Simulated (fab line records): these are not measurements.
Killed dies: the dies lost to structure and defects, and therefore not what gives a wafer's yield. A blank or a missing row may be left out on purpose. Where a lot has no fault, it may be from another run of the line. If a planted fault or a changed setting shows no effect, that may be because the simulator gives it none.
The tool behind it: which one? | flow nand_harc | Sampling: 11 lots, 33 wafers, 3 of 1302 route steps

== WHAT THE GAUGES SHOWED, per wafer ==
NHARC_A_ZERO_WELL_CD_MEAS_10: target cd 2000 nm.
lot  | measured     | on        | cd_nm (nm)
L148 | day 6 18:18  | cd_sem-03 | 2000.7 1999.3 1997.5
L149 | day 7 09:07  | cd_sem-03 | 1998.8 1997.6 1998.2
L151 | day 8 00:23  | cd_sem-01 | 1998.7 1999.4 1999.8
L152 | day 8 07:56  | cd_sem-03 | 2000.9 1997.4 2000.3
L153 | day 9 00:27  | cd_sem-01 | 1999.6 1999.1 1998.7
L160 | day 11 16:42 | cd_sem-02 | 2007.7 2008.6 2005.0 2007.8 2008.9 2004.8
L165 | day 14 00:37 | cd_sem-02 | 2004.6 2004.4 2002.3
L167 | day 14 09:37 | cd_sem-02 | 1998.6 2001.6 1999.7
L169 | day 15 09:31 | cd_sem-02 | 2000.9 2001.3 2001.2
L170 | day 15 18:34 | cd_sem-03 | 1999.7 1999.7 2000.9
L171 | day 16 09:35 | cd_sem-01 | 1999.4 2000.5 1998.6

== WHICH TOOL RAN EACH LOT (tool, then ch and the chambers of the sampled wafers, then the start) ==
lot  | NHARC_P_BONDPAD_ETCH_24                       | NHARC_A_ZERO_WELL_EXPOSE_07
L148 | rie_diel-03 ch 0,1, day 6 16:46 or earlier    | krf_scanner-02 ch 0, day 6 18:09
L149 | rie_diel-03 ch 0,3, day 7 05:54               | krf_scanner-02 ch 0, day 7 08:58
L151 | rie_diel-03 ch 2,3, day 7 22:50 or earlier    | krf_scanner-04 ch 0, day 8 00:14
L152 | rie_diel-02 ch 0,1,3, day 8 06:32 or earlier  | krf_scanner-04 ch 0, day 8 07:47
L153 | rie_diel-02 ch 1,2,3, day 8 22:55 or earlier  | krf_scanner-01 ch 0, day 9 00:18
L160 | rie_diel-02 ch 0,1,3, day 11 15:19 or earlier | krf_scanner-04 ch 0, day 11 16:33
L165 | rie_diel-02 ch 0,2, day 13 23:05 or earlier   | krf_scanner-04 ch 0, day 14 00:28
L167 | rie_diel-12 ch 0,1,2, day 14 08:05 or earlier | krf_scanner-02 ch 0, day 14 09:28
L169 | rie_diel-02 ch 1,3, day 15 08:00 or earlier   | krf_scanner-02 ch 0, day 15 09:22
L170 | rie_diel-12 ch 0,2,3, day 15 17:04 or earlier | krf_scanner-01 ch 0, day 15 18:25
L171 | rie_diel-03 ch 0,1,2, day 16 08:03 or earlier | krf_scanner-02 ch 0, day 16 09:26
- NHARC_P_BONDPAD_ETCH_24: etches the open film in CF4/N2, target depth 30 nm, time 72.99 s.
- NHARC_A_ZERO_WELL_EXPOSE_07: exposes mask A ZERO.

== THE ANSWER, worked out from the rows above alone ==
Rule: the lots themselves supply what counts as usual. Put in order of their means at a reading, lots are off if they are a third of the lots or fewer, leave a main group of 4 or more, and stand apart from it by a gap of 3 or more times the standard deviation of the main group's means; of several such gaps the widest counts. The tables above print the reading to a certain number of digits; a main group whose means all agree to those digits is not used. Also off: a lot with no number at a reading for which 4 or more lots have one. All remaining lots with rows at the step are treated as sound.
Off at NHARC_A_ZERO_WELL_CD_MEAS_10 (cd_nm): L160, L165. For the main group the mean is 1999.6 nm and the standard deviation 0.76.
A tool fits if, at a process step before that reading, it ran every lot that is off, and no sound lot after the first of them. Gauges at NHARC_A_ZERO_WELL_CD_MEAS_10: tried the same way as those tools. NHARC_P_BONDPAD_ETCH_24 gives no start for some lots, so the hours and the order of its lots are those of NHARC_P_BONDPAD_THK_MEAS_20. One fits: krf_scanner-04 at NHARC_A_ZERO_WELL_EXPOSE_07. A fault onset in the window from L152 (day 8 07:47, its last sound lot) to L160 (day 11 16:33, its first lot off) fits.

== WHAT THE SIMULATOR HAD INSERTED ==
Drift in process parameters on krf_scanner-04 at NHARC_A_ZERO_WELL_EXPOSE_07, starting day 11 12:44. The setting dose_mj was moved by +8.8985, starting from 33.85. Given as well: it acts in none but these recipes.
Shown lots that were struck: L160, L165. Same finding as the rule above.
